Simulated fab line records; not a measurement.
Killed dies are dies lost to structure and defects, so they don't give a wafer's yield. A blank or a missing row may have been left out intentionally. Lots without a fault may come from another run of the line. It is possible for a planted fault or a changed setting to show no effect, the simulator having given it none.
Matching of chambers :: flow nand-harc :: rie-diel-05 running NHARC_P_BONDPAD_ETCH_37: 4 sister chambers
The step etches the open film in N2/H2, target depth 60 nm, overetch 18 nm, time 65.91 s. 36 wafers are shown with their chamber, then 12 later ones without.

== EACH WAFER AND ITS CHAMBER ==
wafer: L074.2
chamber: 0
drypump-motor-current-A (A): 5.8
rf-vpp-V (V): 429.7
oes-product-au (a.u.): 1.001

wafer: L074.4
chamber: 3
drypump-motor-current-A (A): 6.4
rf-vpp-V (V): 433.0
oes-product-au (a.u.): 0.999

wafer: L074.6
chamber: 3
drypump-motor-current-A (A): 6.4
rf-vpp-V (V): 432.3
oes-product-au (a.u.): 1.000

wafer: L075.1
chamber: 1
drypump-motor-current-A (A): 5.9
rf-vpp-V (V): 426.4
oes-product-au (a.u.): 0.999

wafer: L075.2
chamber: 3
drypump-motor-current-A (A): 6.4
rf-vpp-V (V): 433.0
oes-product-au (a.u.): 0.990

wafer: L075.3
chamber: 0
drypump-motor-current-A (A): 5.8
rf-vpp-V (V): 429.9
oes-product-au (a.u.): 1.000

wafer: L075.4
chamber: 1
drypump-motor-current-A (A): 5.9
rf-vpp-V (V): 427.2
oes-product-au (a.u.): 1.009

wafer: L075.5
chamber: 0
drypump-motor-current-A (A): 5.8
rf-vpp-V (V): 429.2
oes-product-au (a.u.): 1.006

wafer: L075.6
chamber: 3
drypump-motor-current-A (A): 6.4
rf-vpp-V (V): 433.3
oes-product-au (a.u.): 1.002

wafer: L076.2
chamber: 0
drypump-motor-current-A (A): 5.8
rf-vpp-V (V): 428.9
oes-product-au (a.u.): 1.009

wafer: L076.3
chamber: 3
drypump-motor-current-A (A): 6.4
rf-vpp-V (V): 431.8
oes-product-au (a.u.): 1.011

wafer: L076.5
chamber: 1
drypump-motor-current-A (A): 5.9
rf-vpp-V (V): 426.2
oes-product-au (a.u.): 1.010

wafer: L079.1
chamber: 1
drypump-motor-current-A (A): 6.0
rf-vpp-V (V): 426.3
oes-product-au (a.u.): 0.994

wafer: L079.2
chamber: 3
drypump-motor-current-A (A): 6.4
rf-vpp-V (V): 432.6
oes-product-au (a.u.): 1.015

wafer: L079.3
chamber: 0
drypump-motor-current-A (A): 5.8
rf-vpp-V (V): 430.1
oes-product-au (a.u.): 1.004

wafer: L083.2
chamber: 2
drypump-motor-current-A (A): 6.2
rf-vpp-V (V): 430.8
oes-product-au (a.u.): 1.010

wafer: L083.3
chamber: 3
drypump-motor-current-A (A): 6.4
rf-vpp-V (V): 431.8
oes-product-au (a.u.): 1.006

wafer: L083.4
chamber: 0
drypump-motor-current-A (A): 5.8
rf-vpp-V (V): 429.8
oes-product-au (a.u.): 0.996

wafer: L086.1
chamber: 3
drypump-motor-current-A (A): 6.4
rf-vpp-V (V): 432.2
oes-product-au (a.u.): 1.005

wafer: L086.3
chamber: 2
drypump-motor-current-A (A): 6.2
rf-vpp-V (V): 430.5
oes-product-au (a.u.): 1.017

wafer: L086.5
chamber: 2
drypump-motor-current-A (A): 6.2
rf-vpp-V (V): 431.9
oes-product-au (a.u.): 1.011

wafer: L084.2
chamber: 2
drypump-motor-current-A (A): 6.2
rf-vpp-V (V): 431.3
oes-product-au (a.u.): 1.013

wafer: L084.3
chamber: 1
drypump-motor-current-A (A): 5.9
rf-vpp-V (V): 426.2
oes-product-au (a.u.): 0.998

wafer: L084.4
chamber: 0
drypump-motor-current-A (A): 5.8
rf-vpp-V (V): 430.6
oes-product-au (a.u.): 0.999

wafer: L088.1
chamber: 1
drypump-motor-current-A (A): 6.0
rf-vpp-V (V): 424.6
oes-product-au (a.u.): 1.007

wafer: L088.3
chamber: 0
drypump-motor-current-A (A): 5.8
rf-vpp-V (V): 431.0
oes-product-au (a.u.): 1.005

wafer: L088.6
chamber: 1
drypump-motor-current-A (A): 6.0
rf-vpp-V (V): 426.1
oes-product-au (a.u.): 0.998

wafer: L090.1
chamber: 2
drypump-motor-current-A (A): 6.2
rf-vpp-V (V): 429.8
oes-product-au (a.u.): 1.014

wafer: L090.2
chamber: 3
drypump-motor-current-A (A): 6.4
rf-vpp-V (V): 432.8
oes-product-au (a.u.): 0.992

wafer: L090.3
chamber: 0
drypump-motor-current-A (A): 5.8
rf-vpp-V (V): 429.5
oes-product-au (a.u.): 0.993

wafer: L093.2
chamber: 2
drypump-motor-current-A (A): 6.2
rf-vpp-V (V): 430.6
oes-product-au (a.u.): 1.007

wafer: L093.3
chamber: 0
drypump-motor-current-A (A): 5.8
rf-vpp-V (V): 428.7
oes-product-au (a.u.): 1.007

wafer: L093.6
chamber: 3
drypump-motor-current-A (A): 6.4
rf-vpp-V (V): 433.7
oes-product-au (a.u.): 1.005

wafer: L094.1
chamber: 2
drypump-motor-current-A (A): 6.2
rf-vpp-V (V): 430.7
oes-product-au (a.u.): 1.004

wafer: L094.3
chamber: 0
drypump-motor-current-A (A): 5.8
rf-vpp-V (V): 430.1
oes-product-au (a.u.): 1.008

wafer: L094.5
chamber: 1
drypump-motor-current-A (A): 5.9
rf-vpp-V (V): 425.9
oes-product-au (a.u.): 0.996

SIGNATURES (averages over the wafers above)
reading: drypump-motor-current-A
chamber 0: 5.800
chamber 1: 5.938
chamber 2: 6.200
chamber 3: 6.400
scatter within a chamber: 0.0242

reading: rf-vpp-V
chamber 0: 429.773
chamber 1: 426.113
chamber 2: 430.800
chamber 3: 432.650
scatter within a chamber: 0.674

reading: oes-product-au
chamber 0: 1.00255
chamber 1: 1.00137
chamber 2: 1.01086
chamber 3: 1.00250
scatter within a chamber: 0.00611
Rule: a wafer lies at a distance from a chamber equal to the root of the sum of squares, over the readings, of (its reading less the chamber's mean, divided by the reading's scatter). The wafer belongs to the nearest chamber; if the next one is less than 2 further off, it can't be placed. How the scatter is found: for the shown wafers, subtract from each reading the mean of its chamber, square and add these, divide the total by (wafers less chambers), then take the root.

== WAFERS WITHOUT THEIR CHAMBER ==
wafer: L091.4
drypump-motor-current-A (A): 5.8
rf-vpp-V (V): 428.6
oes-product-au (a.u.): 0.998

wafer: L091.5
drypump-motor-current-A (A): 6.4
rf-vpp-V (V): 432.8
oes-product-au (a.u.): 0.993

wafer: L091.6
drypump-motor-current-A (A): 6.2
rf-vpp-V (V): 432.0
oes-product-au (a.u.): 1.005

wafer: L092.1
drypump-motor-current-A (A): 5.9
rf-vpp-V (V): 426.9
oes-product-au (a.u.): 1.003

wafer: L092.2
drypump-motor-current-A (A): 5.8
rf-vpp-V (V): 428.6
oes-product-au (a.u.): 1.003

wafer: L092.6
drypump-motor-current-A (A): 5.8
rf-vpp-V (V): 429.6
oes-product-au (a.u.): 1.003

wafer: L095.2
drypump-motor-current-A (A): 6.2
rf-vpp-V (V): 430.9
oes-product-au (a.u.): 1.003

wafer: L095.3
drypump-motor-current-A (A): 5.9
rf-vpp-V (V): 426.4
oes-product-au (a.u.): 1.001

wafer: L095.4
drypump-motor-current-A (A): 5.9
rf-vpp-V (V): 426.4
oes-product-au (a.u.): 0.994

wafer: L097.2
drypump-motor-current-A (A): 5.9
rf-vpp-V (V): 426.4
oes-product-au (a.u.): 1.002

wafer: L097.3
drypump-motor-current-A (A): 6.2
rf-vpp-V (V): 430.7
oes-product-au (a.u.): 1.011

wafer: L097.6
drypump-motor-current-A (A): 6.2
rf-vpp-V (V): 432.3
oes-product-au (a.u.): 1.005

== EACH ONE'S CHAMBER ==
wafer: L091.4
from the rows above: 0
in truth: 0

wafer: L091.5
from the rows above: 3
in truth: 3

wafer: L091.6
from the rows above: 2
in truth: 2

wafer: L092.1
from the rows above: 1
in truth: 1

wafer: L092.2
from the rows above: 0
in truth: 0

wafer: L092.6
from the rows above: 0
in truth: 0

wafer: L095.2
from the rows above: 2
in truth: 2

wafer: L095.3
from the rows above: 1
in truth: 1

wafer: L095.4
from the rows above: 1
in truth: 1

wafer: L097.2
from the rows above: 1
in truth: 1

wafer: L097.3
from the rows above: 2
in truth: 2

wafer: L097.6
from the rows above: 2
in truth: 2
Placed correctly: 12 of 12. From these rows, 0 cannot be placed. Number placed wrongly: 0.
